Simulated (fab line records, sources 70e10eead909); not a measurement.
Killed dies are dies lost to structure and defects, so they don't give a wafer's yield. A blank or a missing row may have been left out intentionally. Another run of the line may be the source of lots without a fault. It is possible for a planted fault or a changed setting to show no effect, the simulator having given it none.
What tool caused it? || flow nand_harc || 12 lots with 36 wafers sampled at 3 steps, on a route of 1159 steps

## WHAT THE GAUGES READ, wafer by wafer
NHARC_A_SGD_CUT_CD_MEAS_09 targets a cd of 100 nm.
{"lot": "L075", "measured": "day 14 03:04", "on": "cd_sem-02", "cd_nm (nm)": "99.6 99.4 100.4"}
{"lot": "L078", "measured": "day 14 13:26", "on": "cd_sem-02", "cd_nm (nm)": "100.4 100.7 100.0"}
{"lot": "L079", "measured": "day 15 23:01", "on": "cd_sem-02", "cd_nm (nm)": "99.9 100.6 99.8"}
{"lot": "L080", "measured": "day 16 00:19", "on": "cd_sem-02", "cd_nm (nm)": "100.3 100.2 100.4"}
{"lot": "L083", "measured": "day 15 23:32", "on": "cd_sem-01", "cd_nm (nm)": "99.1 99.8 99.5"}
{"lot": "L087", "measured": "day 16 21:02", "on": "cd_sem-02", "cd_nm (nm)": "100.0 99.7 99.0"}
{"lot": "L085", "measured": "day 17 19:46", "on": "cd_sem-01", "cd_nm (nm)": "100.2 100.0 99.5"}
{"lot": "L091", "measured": "day 18 01:54", "on": "cd_sem-01", "cd_nm (nm)": "99.8 99.0 99.3"}
{"lot": "L089", "measured": "day 18 08:36", "on": "cd_sem-03", "cd_nm (nm)": "99.1 99.2 99.2"}
{"lot": "L092", "measured": "day 18 20:03", "on": "cd_sem-03", "cd_nm (nm)": "99.5 100.3 99.5"}
{"lot": "L095", "measured": "day 19 15:49", "on": "cd_sem-02", "cd_nm (nm)": "99.3 99.7 99.6"}
{"lot": "L097", "measured": "day 19 14:43", "on": "cd_sem-03", "cd_nm (nm)": "100.9 99.9 100.0"}

## EACH LOT AND THE TOOL THAT RAN IT (in order: tool; ch and the chambers of the sampled wafers; start)
{"lot": "L075", "NHARC_A_STAIRCASE_ALD_415": "ald_hk-02 ch 2,3, day 12 05:32", "NHARC_A_STAIRCASE_ETCHBACK_157": "rie_diel-09 ch 1,3, day 14 01:24"}
{"lot": "L078", "NHARC_A_STAIRCASE_ALD_415": "ald_hk-03 ch 0,1, day 12 14:43", "NHARC_A_STAIRCASE_ETCHBACK_157": "rie_diel-10 ch 0,3, day 14 11:28"}
{"lot": "L079", "NHARC_A_STAIRCASE_ALD_415": "ald_hk-03 ch 1,2,3, day 13 13:31", "NHARC_A_STAIRCASE_ETCHBACK_157": "rie_diel-09 ch 0,3, day 15 20:37"}
{"lot": "L080", "NHARC_A_STAIRCASE_ALD_415": "ald_hk-03 ch 0,1,2, day 14 00:35", "NHARC_A_STAIRCASE_ETCHBACK_157": "rie_diel-07 ch 0,2,3, day 15 22:39"}
{"lot": "L083", "NHARC_A_STAIRCASE_ALD_415": "ald_hk-01 ch 0,1,2, day 14 01:49", "NHARC_A_STAIRCASE_ETCHBACK_157": "rie_diel-07 ch 1,2,3, day 15 21:50"}
{"lot": "L087", "NHARC_A_STAIRCASE_ALD_415": "ald_hk-03 ch 0,3, day 14 21:41", "NHARC_A_STAIRCASE_ETCHBACK_157": "rie_diel-09 ch 0,1,3, day 16 19:15"}
{"lot": "L085", "NHARC_A_STAIRCASE_ALD_415": "ald_hk-02 ch 2,3, day 15 22:37", "NHARC_A_STAIRCASE_ETCHBACK_157": "rie_diel-10 ch 0,1,3, day 17 18:04"}
{"lot": "L091", "NHARC_A_STAIRCASE_ALD_415": "ald_hk-03 ch 0,2,3, day 16 05:52", "NHARC_A_STAIRCASE_ETCHBACK_157": "rie_diel-10 ch 0,3, day 18 00:08"}
{"lot": "L089", "NHARC_A_STAIRCASE_ALD_415": "ald_hk-03 ch 0,3, day 16 12:25", "NHARC_A_STAIRCASE_ETCHBACK_157": "rie_diel-10 ch 2,3, day 18 06:54"}
{"lot": "L092", "NHARC_A_STAIRCASE_ALD_415": "ald_hk-03 ch 0,2,3, day 16 20:52", "NHARC_A_STAIRCASE_ETCHBACK_157": "rie_diel-09 ch 1,2, day 18 18:22"}
{"lot": "L095", "NHARC_A_STAIRCASE_ALD_415": "ald_hk-02 ch 0,2,3, day 17 08:17", "NHARC_A_STAIRCASE_ETCHBACK_157": "rie_diel-09 ch 0,2,3, day 19 14:01"}
{"lot": "L097", "NHARC_A_STAIRCASE_ALD_415": "ald_hk-03 ch 1,2, day 17 15:38", "NHARC_A_STAIRCASE_ETCHBACK_157": "rie_diel-07 ch 0,1,2, day 19 13:03"}
- NHARC_A_STAIRCASE_ALD_415: deposits SiO2, target thk 30 nm, pulse time 6 s, ald cycles 300.
- NHARC_A_STAIRCASE_ETCHBACK_157: etches the open film in CH3F/O2, target depth 90 nm, time 167.14 s.

## THE ANSWER, worked out from the rows above alone
Rule: what is usual is taken from the lots themselves. The widest of any qualifying gaps counts: lots, ordered by their means at a reading, are off when they make up no more than a third of the lots, leave a main group of 4 or more, and stand apart from it by 3 or more times the standard deviation of that group's means. A main group whose means are all the same, to the digits that the tables above print for the reading, isn't used. A lot without any number at a reading at which 4 lots or more have one is off too. Where the step has rows for the other lots, those lots are counted as sound.
No lot is off at any reading shown: from this, nothing can be told.

## WHAT THE SIMULATOR HAD PUT IN
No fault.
